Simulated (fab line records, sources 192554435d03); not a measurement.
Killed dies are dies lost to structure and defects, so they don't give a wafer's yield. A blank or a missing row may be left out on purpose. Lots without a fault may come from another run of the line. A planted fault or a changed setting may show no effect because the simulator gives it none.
Which tool did it? | flow n5_finfet | 9 lots, 26 wafers sampled, at 3 steps of a route of 1938

WHAT THE GAUGES READ, wafer by wafer
N5_GATE_CUT_INSPECT_15: inspects for defects (brightfield).
lot  | measured    | on                | raw_defect_count
L763 | day 4 12:10 | defect_inspect-02 | 171 158 130
L764 | day 4 16:02 | defect_inspect-02 | 92 137 114
L765 | day 5 02:17 | defect_inspect-01 | 148 168 95
L766 | day 5 04:20 | defect_inspect-01 | 118 153 124
L767 | day 5 12:30 | defect_inspect-01 | 172 138 104
L768 | day 5 16:23 | defect_inspect-02 | 160 176
L776 | day 7 20:44 | defect_inspect-02 | 835 824 754
L777 | day 7 22:09 | defect_inspect-01 | 812 799 772
L781 | day 9 01:47 | defect_inspect-01 | 123 156 166

WHICH TOOL RAN EACH LOT (tool, then ch and the chambers of the sampled wafers, then the start)
lot  | N5_GATE_CUT_PECVD_57           | N5_GATE_CUT_HM_DEP_46
L763 | pecvd-02 ch 0,1,2, day 4 11:20 | pecvd-01 ch 0,1, day 4 11:44
L764 | pecvd-02 ch 0,1,2, day 4 14:53 | pecvd-02 ch 0,1,2, day 4 15:29
L765 | pecvd-03 ch 0,1, day 5 01:19   | pecvd-01 ch 0,2, day 5 01:43
L766 | pecvd-02 ch 0,2, day 5 03:29   | pecvd-01 ch 0,2, day 5 03:53
L767 | pecvd-03 ch 1,2, day 5 11:33   | pecvd-01 ch 0,1, day 5 11:58
L768 | pecvd-03 ch 0,2, day 5 15:26   | pecvd-01 ch 0,2, day 5 15:51
L776 | pecvd-03 ch 0,2, day 7 19:53   | pecvd-01 ch 1,2, day 7 20:17
L777 | pecvd-01 ch 1,2, day 7 21:12   | pecvd-01 ch 0,1,2, day 7 21:36
L781 | pecvd-01 ch 0,1, day 9 00:39   | pecvd-02 ch 0,1,2, day 9 01:14
- N5_GATE_CUT_PECVD_57: deposits SiNx from SiH4/NH3/N2, target thk 21 nm.
- N5_GATE_CUT_HM_DEP_46: deposits SiO2 from TEOS/O2, target thk 130 nm, time 26.6 s.

THE ANSWER, worked out from the rows above alone
Rule: what is usual is taken from the lots themselves. Put in order of their means at a reading, lots are off if they are a third of the lots or fewer, leave a main group of 4 or more, and stand apart from it by a gap of 3 or more times the standard deviation of the main group's means; of several such gaps the widest counts. A main group whose means are all the same, to the digits that the tables above print for the reading, isn't used. A lot without any number at a reading at which 4 lots or more have one is off too. The other lots that the step has rows for count as sound.
Off: L776, L777, at N5_GATE_CUT_INSPECT_15 (raw_defect_count). The main group: mean 141, standard deviation 16.
A tool fits if, at a process step before that reading, it ran every lot that is off, and no sound lot after the first of them. The gauges at N5_GATE_CUT_INSPECT_15 are tried like those tools. One fits: pecvd-01 at N5_GATE_CUT_HM_DEP_46. Its last sound lot is L768 (day 5 15:51), its first lot that is off L776 (day 7 20:17): a fault that began between those two fits.

WHAT THE SIMULATOR HAD PUT IN
Chamber particle source: pecvd-01, from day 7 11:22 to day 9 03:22, at N5_GATE_CUT_HM_DEP_46. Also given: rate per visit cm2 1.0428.
Lots struck among those shown: L776, L777. The rule above found the same.
